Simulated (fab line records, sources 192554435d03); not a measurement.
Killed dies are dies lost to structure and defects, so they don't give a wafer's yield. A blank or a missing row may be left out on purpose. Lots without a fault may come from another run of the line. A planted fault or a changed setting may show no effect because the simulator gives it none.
fab line records | flow n5_finfet
record lots=4 wafers=12 last_day=19
route steps=1938 shown MOL_CONTACT_COAG@529 BEOL_M4@1111
lots that met no fault: from a run of the same line without faults
start_h: hours from the record's first day to the start of the lot's first wafer shown | wait_h: hours since the lot's step before | " the same as in the row above | L1.1+2: a row that stands for several wafers | - no value, or no start given | * or withheld: withheld | < > ~ a bound
route shown NAME@n: a module of which the file shows steps, and the number in the route of the first | usual: mean/standard deviation of fault-free wafers | same: alike in all rows | chamber/n: place in a boat | sites: the reading at each site | _std_site: their standard deviation | _edge_site: outer sites' mean less inner sites' | radius_mm: how far each site lies from the wafer's centre | mask NAME#n: copy n | behind: the tool/chamber that last shaped the wafer | hold: why the lot was held/for how many hours/how that ended | device: the transistor (n, p or np) that didn't switch | end of line: the same wafers' tests at the end of the route | a step without rows: its recipe alone | killed: dies lost to structure and defects at the first sort, not the wafer's yield | map: a wafer's dies, x killed, . not, _ none there
set.NAME: the setting as run; set.NAME@STEP: as run at that earlier step | model.NAME: the simulator's own value behind a step, which no gauge read
lots at some steps of the route; a table a step, a row a wafer
services: from which hour (start_h, from the record's first day; less than 0 if before it) a tool's chamber was out of use, for how many hours, and why
## steps
# step N5_MOL_CONTACT_COAG_DESCUM_13
# recipe chemistry=O2 time_s=7 source_power_w=50 bias_power_w=20 pressure_mtorr=20 rf_frequency_hz=2.712e+07 temp_c=40 resist=CAR-EUV o2_flow_sccm=225
# step N5_MOL_CONTACT_COAG_ETCH_59
# recipe chemistry=N2/H2 target=underlayer target_depth_a=130 mask_material=CAR-EUV time_s=10.4 ion_energy_ev=200 pressure_mtorr=30 source_w=840 bias_w=150 n2_flow_sccm=200 h2_flow_sccm=200 ends=cleared
# step N5_MOL_CONTACT_COAG_ETCH_105
# recipe chemistry=CF4 target=SiARC target_depth_a=156 mask_material=CAR-EUV time_s=26 ion_energy_ev=80 pressure_mtorr=40 source_w=545 bias_w=36 Ar_flow_sccm=100 cf4_flow_sccm=100 ends=cleared
# step N5_MOL_CONTACT_COAG_ETCH_106
# recipe chemistry=N2/H2 target=SOC target_depth_a=800 overetch_a=160 mask_material=SiARC temp_c=40 time_s=120 ion_energy_ev=200 pressure_mtorr=30 source_w=840 bias_w=150 n2_flow_sccm=200 h2_flow_sccm=200
# step N5_MOL_CONTACT_COAG_STRIP_107
# recipe chemistry=N2/H2 temp_c=40 n2_flow_sccm=200 h2_flow_sccm=200 rf_frequency_hz=6e+07
# step N5_MOL_CONTACT_COAG_STRIP_108
# recipe chemistry=N2/H2 temp_c=40 n2_flow_sccm=200 h2_flow_sccm=200 rf_frequency_hz=6e+07
# step N5_MOL_CONTACT_COAG_CONTACT_ETCH_14
# recipe chemistry=C4F6/O2 target=SiO2 target_depth_a=275 overetch_a=85 mask_material=SOC pressure_mtorr=30 source_w=370 bias_w=185 Ar_flow_sccm=300 C4F6_flow_sccm=16 O2_flow_sccm=10 time_s=20 ion_energy_ev=259.6
# step N5_MOL_CONTACT_COAG_STRIP_109
# recipe chemistry=C4F6/O2 resist=SiARC rf_frequency_hz=6e+07
# step N5_MOL_CONTACT_COAG_ETCH_15
# recipe chemistry=CH3F/O2 target=SiNx target_depth_a=70 mask_material=SOC stop_on=Si:P over_etch_frac=0.75 ion_energy_ev=120 pressure_mtorr=30 source_w=395 bias_w=73 Ar_flow_sccm=150 CH3F_flow_sccm=30 O2_flow_sccm=20
# step N5_MOL_CONTACT_COAG_ETCH_110
# recipe chemistry=CF4/O2 target=Si target_depth_a=25 time_s=8 pressure_mtorr=100 source_w=200 bias_w=12 ion_energy_ev=60 Ar_flow_sccm=100 cf4_flow_sccm=100 O2_flow_sccm=10
# step N5_MOL_CONTACT_COAG_STRIP_98
# recipe chemistry=N2/H2 power_w=500 temp_c=40 pressure_mtorr=50 rf_frequency_hz=6e+07 overash_fraction=0.3 bias_power_w=8 h2_frac=0.5 n2_flow_sccm=300 h2_flow_sccm=300
# step N5_MOL_CONTACT_COAG_IMPLANT_129
# recipe species=Ge energy_kev=3 dose_cm2=6e+14 tilt_deg=0 rotation_deg=0
# usual beam_energy_keV=3.0001/0.00081 end_station_pressure_torr=5.83e-06/2.9e-07
# columns lot.wafer tool chamber start_h wait_h beam_energy_keV end_station_pressure_torr model.implant.rp_nm model.implant.drp_nm
L172.1 implanter-02 0 142.49 0.0 1.4633 1.109e-05 4.144 1.383
L172.2 " 0 " " 1.4639 1.143e-05 4.144 1.383
L172.6 " 0 " " 1.4638 1.163e-05 4.144 1.383
L174.2 implanter-02 0 160.94 0.1 1.4635 1.084e-05 4.193 1.383
L174.3 " 0 " " 1.4641 1.075e-05 4.193 1.383
L174.5 " 0 " " 1.4646 1.181e-05 4.193 1.383
L184.3 implanter-01 0 216.13 0.1 3.0006 5.9e-06 6.05 2.134
L184.5 " 0 " " 3.0000 6.24e-06 6.05 2.134
L184.6 " 0 " " 2.9997 6.1e-06 6.05 2.134
L186.1 implanter-02 0 226.52 0.0 3.0009 5.56e-06 6.308 2.134
L186.2 " 0 " " 3.0009 5.81e-06 6.308 2.134
L186.6 " 0 " " 3.0004 5.97e-06 6.308 2.134
# step N5_MOL_CONTACT_COAG_PRECLEAN_111
# recipe chemistry=NF3:NH3 afs_cycles=1 temp_c=30 time_s=20 sublimation_temp_c=180 sublimation_time_s=60 pressure_torr=3 rf_power_w=30
# step N5_MOL_CONTACT_COAG_TI_SIL_19
# recipe material=Ti target_thk_a=42 temp_c=200 chamber_pressure_pa=5 power_w=5000 time_s=15
# step N5_MOL_CONTACT_COAG_ALD_20
# recipe material=TiN target_thk_a=15 temp_c=400 ald_precursor_family=TiCl4 ald_co_reactant=NH3 pulse_time_s=1 purge_time_s=3 co_reactant_purge_time_s=2 co_reactant_pulse_time_s=2 ald_cycles=68 pressure_torr=3
# step N5_MOL_CONTACT_COAG_SIL_ANNEAL_21
# recipe temp_c=550 time_s=60 ambient=N2
# step N5_MOL_CONTACT_COAG_PRE_CLEAN_141
# recipe gas=H2/He time_s=60 temp_c=300
# step N5_MOL_CONTACT_COAG_SPUTTER_143
# recipe material=Co target_thk_a=25 temp_c=25 chamber_pressure_pa=0.2
# step N5_MOL_CONTACT_COAG_CO_FILL_22
# recipe material=Co target_thk_a=200 temp_c=200 precursor=CCTBA/H2 pressure_torr=30
# step N5_MOL_CONTACT_COAG_ANNEAL_113
# recipe temp_c=400 time_s=300 ambient=H2/N2
# step N5_MOL_CONTACT_COAG_PRE_CLEAN_142
# recipe gas=H2/He time_s=60 temp_c=300
# step N5_MOL_CONTACT_COAG_SPUTTER_130
# recipe material=Co target_thk_a=475 temp_c=25 chamber_pressure_pa=0.5 power_w=3000
# step N5_MOL_CONTACT_COAG_PRECLEAN_125
# recipe chemistry=DIW time_s=57.5 temp_c=23
# step N5_MOL_CONTACT_COAG_SRD_126
# recipe dry_time_s=32 dry=n2_spin spin_rpm=1500
# step N5_MOL_CONTACT_COAG_CMP_23
# recipe stop_on=SiO2 t_overpolish_s=1.5 post_cmp_clean=cu_alkaline down_force_psi=2 platen_rpm=50.289 pad_velocity_m_s=1.0006 target_thk_nm=0
# step N5_MOL_CONTACT_COAG_WET_ETCH_26
# recipe target=Co target_depth_nm=13
# step N5_MOL_CONTACT_COAG_WET_ETCH_116
# recipe chemistry=SC1-inhibited target_depth_nm=4.6 dry=ipa_marangoni rinse_time_s=30 rinse_temp_c=23
# step N5_MOL_CONTACT_COAG_ALD_27
# recipe material=SiOC target_thk_a=170 temp_c=400 ald_precursor_family=carbosiloxane ald_co_reactant=H2-plasma pulse_time_s=1.5 time_s=2720 purge_time_s=2 co_reactant_purge_time_s=2 ald_cycles=340 pressure_torr=2
# step N5_MOL_CONTACT_COAG_CMP_28
# recipe stop_on=SiNx t_overpolish_s=0.85 post_cmp_clean=alkaline_brush down_force_psi=4.15 platen_rpm=51.8 pad_velocity_m_s=1.0307 target_thk_nm=14.522
# step N5_MOL_CONTACT_COAG_ALD_123
# recipe material=SiNx target_thk_a=50 temp_c=400 ald_precursor_family=SiH2I2 ald_co_reactant=N2/H2-plasma pulse_time_s=1 purge_time_s=2 co_reactant_purge_time_s=2 ald_cycles=100 pressure_torr=2
# step N5_MOL_CONTACT_COAG_PECVD_31
# recipe material=SiO2 target_thk_a=460 temp_c=400 precursor=TEOS/O2 pressure_torr=6.5 rf_w=withheld teos_flow_sccm=withheld gas=O2 flow_sccm=2650 time_s=8.9
# step N5_MOL_CONTACT_COAG_COAT_75
# recipe resist=SOC temp_c=250 time_s=60 spin_rpm=1500 resist_thk_nm=60
# step N5_MOL_CONTACT_COAG_COAT_76
# recipe resist=SiARC temp_c=220 time_s=60 spin_rpm=1500 resist_thk_nm=10
# step N5_MOL_CONTACT_COAG_COAT_77
# recipe resist=underlayer temp_c=205 time_s=60 spin_rpm=1500 resist_thk_nm=10
# step N5_MOL_CONTACT_COAG_COAT_78
# recipe resist=CAR-EUV spin_rpm=1500 resist_thk_nm=40
# step N5_MOL_CONTACT_COAG_EBR_80
# recipe solvent=PGMEA ebr_width_mm=1.5
# step N5_MOL_CONTACT_COAG_SOFTBAKE_79
# recipe temp_c=110 time_s=60 resist=CAR-EUV
# step N5_MOL_CONTACT_COAG_EXPOSE_81
# recipe mask_id=VG na=0.33 source_shape=annular sigma_inner=0.3 sigma_outer=0.7 polarization=unpolarized defocus_nm=0 dose_mj=59.5
# step N5_BEOL_M4_RC_MEAS_101
# usual DIBL_N=36.5/2.2 DIBL_P=36.9/2.9 IOFF_N=0.17/0.044 IOFF_P=0.22/0.052 ION_N=671/16 ION_P=461/10 RC_DENSE_N=18.9/0.59 RC_DENSE_P=23.7/0.74 RC_N=15.4/0.46 RC_P=19.3/0.58 SS_N=71.6/0.73 SS_P=73.5/0.79 VT_N=250/4.1 VT_P=-250/4.1
# columns lot.wafer tool chamber start_h wait_h DIBL_N[mV/V] DIBL_P[mV/V] IOFF_N[nA/um] IOFF_P[nA/um] ION_N[uA/um] ION_P[uA/um] RC_DENSE_N[ohm.um] RC_DENSE_P[ohm.um] RC_N[ohm.um] RC_P[ohm.um] SS_N[mV/dec] SS_P[mV/dec] VT_N[mV] VT_P[mV]
L172.1 prober-01 0 233.96 0.0 38.4 38.7 0.22 0.30 675 472 20.8 26.3 17.2 21.2 72.2 74.4 243 -245
L172.2 " 0 " " 39.4 39.3 0.21 0.30 678 467 21.6 27.0 17.6 21.9 72.2 74.0 245 -244
L172.6 " 0 " " 34.0 32.1 0.13 0.17 678 463 21.0 26.3 17.1 21.5 70.7 72.2 250 -254
L174.2 prober-01 0 261.03 0.2 38.5 38.8 0.19 0.25 687 466 21.5 26.4 17.4 21.7 71.5 73.4 249 -248
L174.3 " 0 " " 36.3 35.6 0.15 0.17 659 451 21.1 26.2 17.1 21.2 71.4 73.6 252 -252
L174.5 " 0 " " 32.8 31.6 0.10 0.13 647 449 20.7 26.1 17.0 21.1 69.6 72.7 255 -257
L184.3 prober-02 0 318.53 0.3 41.2 40.4 0.23 0.27 689 464 19.8 24.7 16.0 19.9 72.2 74.5 246 -247
L184.5 " 0 " " 36.9 34.8 0.13 0.17 645 441 19.2 23.7 15.6 19.3 71.2 73.5 254 -253
L184.6 " 0 " " 38.1 36.7 0.14 0.20 657 452 19.7 24.3 15.8 19.9 71.9 73.2 254 -252
L186.1 prober-01 0 340.34 0.0 39.0 41.7 0.23 0.29 690 480 18.6 23.1 15.1 18.9 73.1 74.8 244 -245
L186.2 " 0 " " 36.1 36.9 0.15 0.20 665 458 18.4 23.0 15.2 18.6 72.1 73.8 252 -250
L186.6 " 0 " " 36.4 37.6 0.15 0.21 662 450 18.4 22.9 15.2 18.7 71.4 73.3 248 -250
## services
# columns tool chamber start_h hours kind
implanter-02 - 187.47 5.8 pm
implanter-02 - 215.07 1.2 repair
implanter-01 - 218.91 3.2 pm
implanter-01 - 222.51 4.1 pm
## key
first_sign step=N5_MOL_CONTACT_COAG_IMPLANT_129 reading=beam_energy_keV direction=down sigmas=99+ usual=3.0001 struck=1.4639
effect step=N5_MOL_CONTACT_COAG_IMPLANT_129 reading=end_station_pressure_torr direction=up sigmas=19 usual=5.83e-06 struck=1.126e-05
effect step=N5_BEOL_M4_RC_MEAS_101 reading=RC_N direction=up sigmas=3.9 usual=15.4 struck=17.2
effect step=N5_BEOL_M4_RC_MEAS_101 reading=RC_DENSE_N direction=up sigmas=3.7 usual=18.9 struck=21.1
effect step=N5_BEOL_M4_RC_MEAS_101 reading=RC_DENSE_P direction=up sigmas=3.7 usual=23.7 struck=26.4
effect step=N5_BEOL_M4_RC_MEAS_101 reading=RC_P direction=up sigmas=3.7 usual=19.3 struck=21.4
model_effect step=N5_MOL_CONTACT_COAG_IMPLANT_129 value=implant.rp_nm without=6.1 struck=4.168
met_at N5_MOL_CONTACT_COAG_IMPLANT_129
struck_wafers L172.1,L172.2,L172.6,L174.2,L174.3,L174.5
fault kind=process_parameter_drift tool=implanter-02 chamber=- onset_h=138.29 steps=N5_MOL_CONTACT_COAG_IMPLANT_129 channel=energy_kev offset=-1.536 shape=step end_h=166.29 acts_in=these_recipes_only stated=3
